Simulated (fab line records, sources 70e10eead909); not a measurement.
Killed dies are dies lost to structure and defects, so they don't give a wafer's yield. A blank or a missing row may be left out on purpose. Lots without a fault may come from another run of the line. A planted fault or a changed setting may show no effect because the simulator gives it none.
Chamber matching | flow nand_harc | NHARC_A_CONTACT_DESCUM_74 on rie_diel-07: 4 sister chambers
The step chemistry O2, time 3 s. 14 wafers are shown with their chamber, then 7 later ones without.

WAFERS WITH THEIR CHAMBER
wafer  | chamber | drypump_motor_current_A (A) | showerhead_plenum_p_Torr (Torr) | oes_product_au (a.u.)
L432.2 | 1       | 6.1                         | 1.97                            | 0.998
L432.4 | 2       | 6.8                         | 2.00                            | 1.013
L432.5 | 0       | 6.0                         | 1.89                            | 0.984
L442.2 | 2       | 6.8                         | 1.99                            | 1.004
L442.3 | 3       | 5.0                         | 2.03                            | 0.997
L442.4 | 1       | 6.1                         | 1.97                            | 1.004
L444.4 | 3       | 5.0                         | 2.03                            | 1.003
L444.5 | 1       | 6.1                         | 1.97                            | 0.993
L444.6 | 2       | 6.7                         | 1.99                            | 1.018
L447.1 | 0       | 6.0                         | 1.89                            | 1.002
L447.2 | 1       | 6.1                         | 1.97                            | 0.996
L447.5 | 1       | 6.1                         | 1.97                            | 0.983
L451.3 | 1       | 6.1                         | 1.96                            | 0.986
L451.4 | 3       | 5.1                         | 2.03                            | 1.000

SIGNATURES (means of the wafers above)
reading                  | chamber 0 | chamber 1 | chamber 2 | chamber 3 | scatter within a chamber
drypump_motor_current_A  | 6.000     | 6.100     | 6.767     | 5.033     | 0.0365
showerhead_plenum_p_Torr | 1.8900    | 1.9683    | 1.9933    | 2.0300    | 0.00387
oes_product_au           | 0.99300   | 0.99333   | 1.01167   | 1.00000   | 0.00764
Rule: a wafer's distance from a chamber is the root of the sum, over the readings, of the square of ((its reading less the chamber's mean) divided by the reading's scatter). The wafer belongs to the nearest chamber; if the next one is less than 2 further off, it can't be placed. The scatter: the root of (the sum of the squares of (reading less its chamber's mean) over the shown wafers, divided by (wafers less chambers)).

WAFERS WITHOUT THEIR CHAMBER
wafer  | drypump_motor_current_A (A) | showerhead_plenum_p_Torr (Torr) | oes_product_au (a.u.)
L451.6 | 6.8                         | 1.99                            | 0.997
L454.2 | 6.8                         | 1.99                            | 1.008
L454.4 | 5.0                         | 2.03                            | 1.007
L454.6 | 6.1                         | 1.96                            | 0.999
L455.2 | 6.0                         | 1.89                            | 1.006
L455.3 | 5.1                         | 2.03                            | 1.002
L455.4 | 6.1                         | 1.96                            | 0.986

WHICH CHAMBER EACH WENT THROUGH
wafer  | from the rows above | in truth
L451.6 | 2                   | 2
L454.2 | 2                   | 2
L454.4 | 3                   | 3
L454.6 | 1                   | 1
L455.2 | 0                   | 0
L455.3 | 3                   | 3
L455.4 | 1                   | 1
Placed correctly: 7 of 7. Can't be placed from these rows: 0. Placed wrongly: 0.
